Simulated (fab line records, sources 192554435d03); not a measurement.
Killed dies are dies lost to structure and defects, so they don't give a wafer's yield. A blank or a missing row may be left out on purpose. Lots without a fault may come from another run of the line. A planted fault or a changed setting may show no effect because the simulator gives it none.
Split-lot experiment | flow n5_finfet | 7 lots, 21 wafers read, on a route of 1938 steps

THE SPLIT
At N5_BEOL_M6_TRENCH_ETCH_37 (etches SiCOH lowk in C4F6/O2, target depth 94.435 nm, time 31.5 s), the setting source_w was moved away from the recipe's 345 W on 5 of the 21 wafers read, by -15.2% to +14.2%. The other wafers ran this setting at the recipe's value.

FROM THE SPLIT TO THE READING: what the file shows between them, 2 steps
- N5_BEOL_M6_ETCH_41: etches SiCN in CH3F/O2, target depth 29.7 nm, time 52 s
- N5_BEOL_M6_STRIP_80: strips in N2/H2, time 10 s

THE READING
trench_depth_nm, in nm, at N5_BEOL_M6_OCD_MEAS_38. Fault-free wafers of this fab line usually give 94.2 nm, standard deviation 1.2 nm.

wafer  | tool, chamber at the split | source_w as run, W | against the recipe | trench_depth_nm, nm | against lot-mates on the recipe
L081.1 | rie_diel-02, 2             | 345                | recipe             | 93.4                | -
L081.2 | rie_diel-02, 0             | 345                | recipe             | 94.3                | -
L081.4 | rie_diel-02, 1             | 345                | recipe             | 95.2                | -
L083.1 | rie_diel-06, 2             | 345                | recipe             | 95.3                | -
L083.2 | rie_diel-06, 0             | 345                | recipe             | 94.7                | -
L083.5 | rie_diel-06, 1             | 313.8              | -9.0%              | 89.0                | -6.0
L084.1 | rie_diel-02, 2             | 345                | recipe             | 93.9                | -
L084.5 | rie_diel-02, 2             | 345                | recipe             | 93.8                | -
L084.6 | rie_diel-02, 1             | 345                | recipe             | 93.9                | -
L086.2 | rie_diel-01, 3             | 393.9              | +14.2%             | 97.9                | +5.2
L086.3 | rie_diel-01, 1             | 345                | recipe             | 91.5                | -
L086.4 | rie_diel-01, 2             | 345                | recipe             | 93.8                | -
L088.1 | rie_diel-06, 1             | 383.3              | +11.1%             | 96.4                | +1.3
L088.3 | rie_diel-06, 0             | 345                | recipe             | 94.0                | -
L088.6 | rie_diel-06, 2             | 345                | recipe             | 96.2                | -
L093.1 | rie_diel-01, 0             | 345                | recipe             | 96.3                | -
L093.3 | rie_diel-01, 2             | 292.4              | -15.2%             | 88.2                | -8.1
L093.5 | rie_diel-01, 1             | 292.4              | -15.2%             | 88.4                | -7.9
L091.4 | rie_diel-02, 0             | 345                | recipe             | 94.0                | -
L091.5 | rie_diel-02, 1             | 345                | recipe             | 95.4                | -
L091.6 | rie_diel-02, 3             | 345                | recipe             | 93.5                | -

THE FIT
A straight line over all 21 wafers: trench_depth_nm changes by +0.346 nm for each +1% of source_w; r = +0.88; the points scatter about the line by 1.3 nm.
The same after taking each lot's own level away (the mean of its wafers on the recipe; 21 wafers): +0.437 nm for each +1%; r = +0.93; scatter 1.2 nm.
On that fit, the largest move of source_w shifts the reading by 6.7 nm.
The lots' own levels span 92.65 to 96.30 nm, that is 3.0 times the standard deviation above.
So the lot-to-lot level changes the slope: the two fits differ.
Check: with one of the wafers moved furthest among these (-15.2%) left out of the fit, the line predicts -6.69 nm for it against its lot-mates. It came out at -8.1 nm against them.
Tool readings at the split's step, against how far the setting was moved: rf_vpp_V r = -0.96.

THE WHOLE CHAIN: every reading that the file lists as answering this split, in the file's order
step                      | what it does                                                      | reading                                                                   | change (the file's fit)               | r (the file's)
N5_BEOL_M6_TRENCH_ETCH_37 | etches SiCOH lowk in C4F6/O2, target depth 94.435 nm, time 31.5 s | rf_vpp_V                                                                  | -3.2 V for each +1% of the setting    | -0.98
N5_BEOL_M6_TRENCH_ETCH_37 | etches SiCOH lowk in C4F6/O2, target depth 94.435 nm, time 31.5 s | etch.depth_nm (the simulator's own value, which no gauge read)            | +0.409 nm for each +1% of the setting | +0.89
N5_BEOL_M6_TRENCH_ETCH_37 | etches SiCOH lowk in C4F6/O2, target depth 94.435 nm, time 31.5 s | BEOL_M6.feature_depth_nm (the simulator's own value, which no gauge read) | +0.408 nm for each +1% of the setting | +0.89
N5_BEOL_M6_OCD_MEAS_38    |                                                                   | trench_depth_nm                                                           | +0.415 nm for each +1% of the setting | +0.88

THE FILE'S OWN FIT
trench_depth_nm changes by +0.415 nm for each +1% of source_w, r = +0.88.
